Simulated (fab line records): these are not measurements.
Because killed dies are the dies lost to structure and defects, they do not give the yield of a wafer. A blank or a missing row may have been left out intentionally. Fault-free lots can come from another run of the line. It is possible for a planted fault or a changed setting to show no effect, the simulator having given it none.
Matching of chambers / flow n5 finfet / 4 sister chambers for N5_FIN_SAQP_MANDREL_ETCH_58 on rie si-02
The step etches a-Si in HBr/Cl2, stops on SiNx, target depth 45 nm, bt time 10 s, time 27 s. 4 wafers are shown with their chamber, then 8 later ones without.

EACH WAFER AND ITS CHAMBER
wafer=L085.1; chamber=3; throttle valve pct (%)=35.1
wafer=L085.2; chamber=2; throttle valve pct (%)=35.7
wafer=L085.5; chamber=0; throttle valve pct (%)=36.2
wafer=L088.2; chamber=1; throttle valve pct (%)=35.2

WAFERS WITH NO CHAMBER GIVEN
wafer=L088.5; throttle valve pct (%)=35.1
wafer=L088.6; throttle valve pct (%)=35.7
wafer=L090.1; throttle valve pct (%)=35.1
wafer=L090.2; throttle valve pct (%)=35.1
wafer=L090.3; throttle valve pct (%)=35.8
wafer=L091.2; throttle valve pct (%)=35.2
wafer=L091.4; throttle valve pct (%)=35.8
wafer=L091.5; throttle valve pct (%)=36.3

WHICH CHAMBER EACH ONE RAN IN
wafer=L088.5; from the rows above=can't be placed: 3 or 1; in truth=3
wafer=L088.6; from the rows above=2; in truth=2
wafer=L090.1; from the rows above=can't be placed: 3 or 1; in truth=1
wafer=L090.2; from the rows above=can't be placed: 3 or 1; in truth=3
wafer=L090.3; from the rows above=2; in truth=2
wafer=L091.2; from the rows above=can't be placed: 1 or 3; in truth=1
wafer=L091.4; from the rows above=2; in truth=2
wafer=L091.5; from the rows above=0; in truth=0
Correctly placed: 4 of 8. From these rows, 4 cannot be placed; in 4 the true chamber is one of the candidates. Number placed wrongly: 0.
How it was worked out, from the rows above alone: a wafer's distance from a chamber is the root of the sum, over the readings, of the square of ((its reading less the chamber's mean) divided by the reading's scatter). The wafer belongs to the nearest chamber; if the next one is less than 2 further off, it can't be placed. For every chamber, the mean is computed from those of its wafers that are shown. The scatter: with one shown wafer a chamber, the root of the mean of the squares of how far each hidden wafer lies from its nearest shown one.
